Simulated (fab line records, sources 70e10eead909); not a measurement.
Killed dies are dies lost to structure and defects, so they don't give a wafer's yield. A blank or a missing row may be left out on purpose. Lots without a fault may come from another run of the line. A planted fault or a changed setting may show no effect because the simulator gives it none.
Which tool did it? | flow nand_harc | 6 lots, 18 wafers sampled, at 2 steps of a route of 1302

WHAT THE GAUGES READ, wafer by wafer
NHARC_A_BONDPAD_CD_MEAS_13.
lot  | measured     | on        | cd_nm (nm)
L634 | day 26 08:41 | cd_sem-02 | 506 503 505
L641 | day 28 10:14 | cd_sem-03 | 500 500 495
L643 | day 30 04:39 | cd_sem-02 | 497 499 494
L647 | day 30 18:47 | cd_sem-01 | 497 497 498
L649 | day 31 10:49 | cd_sem-02 | 506 504 504
L650 | day 32 13:27 | cd_sem-02 | 506 502 504

WHICH TOOL RAN EACH LOT (tool, then ch and the chambers of the sampled wafers, then the start)
lot  | NHARC_A_M0_DEP_32
L634 | pecvd-04 ch 0,2, day 26 02:25
L641 | pecvd-02 ch 1,2, day 28 03:56
L643 | pecvd-03 ch 1,2, day 29 21:42
L647 | pecvd-02 ch 0,1,2, day 30 12:43
L649 | pecvd-02 ch 0,1,2, day 31 04:31
L650 | pecvd-02 ch 1,2, day 32 07:08
- NHARC_A_M0_DEP_32: deposits SiCN, target thk 30 nm.

THE ANSWER, worked out from the rows above alone
Rule: what is usual is taken from the lots themselves. Put in order of their means at a reading, lots are off if they are a third of the lots or fewer, leave a main group of 4 or more, and stand apart from it by a gap of 3 or more times the standard deviation of the main group's means; of several such gaps the widest counts. A main group whose means are all the same, to the digits that the tables above print for the reading, isn't used. A lot without any number at a reading at which 4 lots or more have one is off too. The other lots that the step has rows for count as sound.
No lot is off at any reading shown: from this, nothing can be told.

WHAT THE SIMULATOR HAD PUT IN
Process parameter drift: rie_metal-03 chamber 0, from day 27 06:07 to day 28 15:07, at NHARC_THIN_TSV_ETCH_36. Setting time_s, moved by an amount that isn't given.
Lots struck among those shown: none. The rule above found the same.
